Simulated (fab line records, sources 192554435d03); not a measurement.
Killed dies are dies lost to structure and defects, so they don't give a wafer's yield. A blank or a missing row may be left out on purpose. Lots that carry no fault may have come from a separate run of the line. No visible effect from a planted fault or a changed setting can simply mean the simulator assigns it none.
Struck lot and sound lot, side by side    flow n5-finfet    16 out of 1938 route steps
Sound: these wafers, L230.1, L230.3, L230.6. Struck: wafer L221.2 (left out: L221.1, L221.6 of the same lot, which were not struck); the cause appears at the end.
At each step with rows: each side's tool, then ch and its chambers, then its first start. Under that, the readings that differ: sound wafers    struck wafers    difference of the means    sigmas: that difference in standard deviations of wafers without a fault.
alike: a reading whose means differ by less than 2 such deviations, as well as words and numbers matching on both sides. not compared: withheld readings; readings where some wafer has no value; bounds like >300 that might hide an equal value; numbers whose values overlap and for which the record gives no deviation.
The two part at a step that has a row with sigmas, a row that says differs or no value, or rows on one side only. Non-overlapping numbers with no deviation appear without sigmas and do not part them. A reading missing from all wafers of one side parts the sides only when that side holds two or more wafers.

first, 4 steps without rows for these wafers: N5_BEOL_M7_HM_STRIP_39 (strips TiN in peroxide tin strip, target depth 25 nm, time 158 s); N5_BEOL_M7_SRD_40 (time 30 s); N5_BEOL_M7_PRECLEAN_42 (cleans in residue remover, time 60 s); N5_BEOL_M7_SRD_43 (time 30 s).
N5_BEOL_M7_CD_MEAS_35 targets a cd of 40 nm.
  sound on cd-sem-02, day 13 10:05; struck on cd-sem-01, day 10 16:08
  alike: cd-nm
N5_BEOL_M7_CURE_75: cures SiCOH lowk, time 120 s.
  sound on uv-cure-01 ch 0, day 13 10:07; struck on uv-cure-03 ch 2, day 10 16:11
  alike: lamp-power-pct, wafer_temp_C_max
then, 1 step without rows for these wafers: N5_BEOL_M7_DEGAS_44 (time 60 s).
N5_BEOL_M7_PRE_CLEAN_45: time 30 s.
  sound on pvd-sputter-02, day 13 10:38; struck on pvd-sputter-03, day 10 16:33
  alike: heater-power-w
then, 1 step without rows for these wafers: N5_BEOL_M7_ALD_77 (deposits TaN, target thk 2 nm, pulse time 2 s, purge time 3 s).
N5_BEOL_M7_SURFACE_TREAT_79:
  sound on pvd-sputter-02, day 13 11:22; struck on pvd-sputter-01, day 10 16:54
  not compared: throttle-valve-pct
then, 1 step without rows for these wafers: N5_BEOL_M7_CVD_78 (deposits Co from CCTBA/H2, target thk 2 nm, time 142.3 s).
N5_BEOL_M7_SPUTTER_48: material Cu, target thk 10 nm, time 1.667 s.
  sound on pvd-sputter-02, day 13 11:35; struck on pvd-sputter-03, day 10 17:04
  alike: throttle-valve-pct
N5_BEOL_M7_ECD_50: material Cu, target thk 300 nm.
  sound on ecd-cu-02 ch 1, day 13 11:43; struck on ecd-cu-01 ch 0, day 10 17:11
reading                                 sound              struck  difference  sigmas
model.Cu_of_BEOL_M7_ECD_50.thk-nm (nm)  302.4 300.8 303.6  529.8   +227.5      
N5_BEOL_M7_ANNEAL_51: time 90 s.
  sound on rtp-anneal-02 ch 0, day 13 11:48; struck on rtp-anneal-02 ch 0, day 10 17:17
  alike: wafer_temp_C_max
N5_BEOL_M7_CMP_52: polishes, stops on SiCOH lowk, t overpolish 6.9 s, target thk 80 nm.
  sound on cmp-01 ch 1,2,3, day 13 12:10; struck on cmp-04 ch 0, day 10 17:37
reading                 sound     struck  difference  sigmas
time-to-endpoint-s (s)  62 63 64  106     +43         +13
  alike: head-pressure-psi, motor-current-A
N5_BEOL_M7_THK_MEAS_53: measures by xrf.
  sound on film-metro-01, day 13 12:23; struck on film-metro-01, day 10 17:53
  alike: M7_THK

WHERE THEY PART
Only at N5_BEOL_M7_CMP_52, as far as this record shows. Later steps at which nothing parts them and some readings are alike: N5_BEOL_M7_THK_MEAS_53.

WHY: the cause the simulator had injected
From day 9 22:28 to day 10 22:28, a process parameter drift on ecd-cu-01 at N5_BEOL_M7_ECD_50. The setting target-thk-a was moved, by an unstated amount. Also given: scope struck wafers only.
